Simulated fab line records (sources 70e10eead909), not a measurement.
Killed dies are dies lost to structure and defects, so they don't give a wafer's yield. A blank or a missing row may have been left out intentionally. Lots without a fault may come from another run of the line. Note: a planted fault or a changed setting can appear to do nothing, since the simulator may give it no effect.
Which tool was responsible? | flow nand_harc | 6 lots, 18 wafers sampled, at 4 steps of a route of 1302

== WHAT EACH GAUGE READ, for each wafer ==
NHARC_P_GATE_INSPECT_68.
lot  | measured     | on                | raw_defect_count
L554 | day 7 18:38  | defect_inspect-01 | 226 224 295
L559 | day 9 21:09  | defect_inspect-02 | 235 224 357
L563 | day 11 15:08 | defect_inspect-02 | 823 822 831
L569 | day 13 21:26 | defect_inspect-01 | 219 228 268
L570 | day 14 19:23 | defect_inspect-01 | 218 263 263
L573 | day 15 09:51 | defect_inspect-01 | 266 283 216

== EACH LOT AND THE TOOL THAT RAN IT (in order: tool; ch and the chambers of the sampled wafers; start) ==
lot  | NHARC_P_GATE_HM_OPEN_105           | NHARC_P_GATE_STRIP_75                | NHARC_P_GATE_RTA_82
L554 | rie_diel-01 ch 0,2,3, day 6 20:00  | plasma_asher-02 ch 0,1, day 7 13:05  | rtp_anneal-01 ch 0, day 7 18:30
L559 | rie_diel-01 ch 2,3, day 9 03:00    | plasma_asher-01 ch 0,1, day 9 15:35  | rtp_anneal-01 ch 0, day 9 20:59
L563 | rie_diel-01 ch 1,2, day 10 18:00   | plasma_asher-01 ch 0,1, day 11 08:58 | rtp_anneal-01 ch 0, day 11 14:56
L569 | rie_diel-01 ch 0,1,2, day 13 03:00 | plasma_asher-02 ch 0, day 13 15:45   | rtp_anneal-02 ch 0, day 13 21:16
L570 | rie_diel-11 ch 0,1,2, day 14 00:00 | plasma_asher-02 ch 0,1, day 14 13:05 | rtp_anneal-02 ch 0, day 14 19:11
L573 | rie_diel-11 ch 0,3, day 14 15:00   | plasma_asher-02 ch 0,1, day 15 04:10 | rtp_anneal-02 ch 0, day 15 09:39
- NHARC_P_GATE_HM_OPEN_105: chemistry O2/COS, target depth 360 nm.
- NHARC_P_GATE_STRIP_75: strips in O2.
- NHARC_P_GATE_RTA_82: time 30 s.

== THE ANSWER, worked out from the rows above alone ==
Rule: the lots themselves supply what counts as usual. The widest of any qualifying gaps counts: lots, ordered by their means at a reading, are off when they make up no more than a third of the lots, leave a main group of 4 or more, and stand apart from it by 3 or more times the standard deviation of that group's means. A main group is skipped when, at the precision printed for the reading in the tables above, its means are all equal. Also off: a lot with no number at a reading for which 4 or more lots have one. The other lots that the step has rows for count as sound.
Off: L563 (NHARC_P_GATE_INSPECT_68, raw_defect_count). For the main group the mean is 252 and the standard deviation 11.
A tool fits if, at a process step before that reading, it ran every lot that is off, and no sound lot after the first of them. Gauges at NHARC_P_GATE_INSPECT_68: tried the same way as those tools. Can't be told from this: 3 tools fit, plasma_asher-01 at NHARC_P_GATE_STRIP_75, rtp_anneal-01 at NHARC_P_GATE_RTA_82, defect_inspect-02 at NHARC_P_GATE_INSPECT_68.

== WHAT THE SIMULATOR HAD INSERTED ==
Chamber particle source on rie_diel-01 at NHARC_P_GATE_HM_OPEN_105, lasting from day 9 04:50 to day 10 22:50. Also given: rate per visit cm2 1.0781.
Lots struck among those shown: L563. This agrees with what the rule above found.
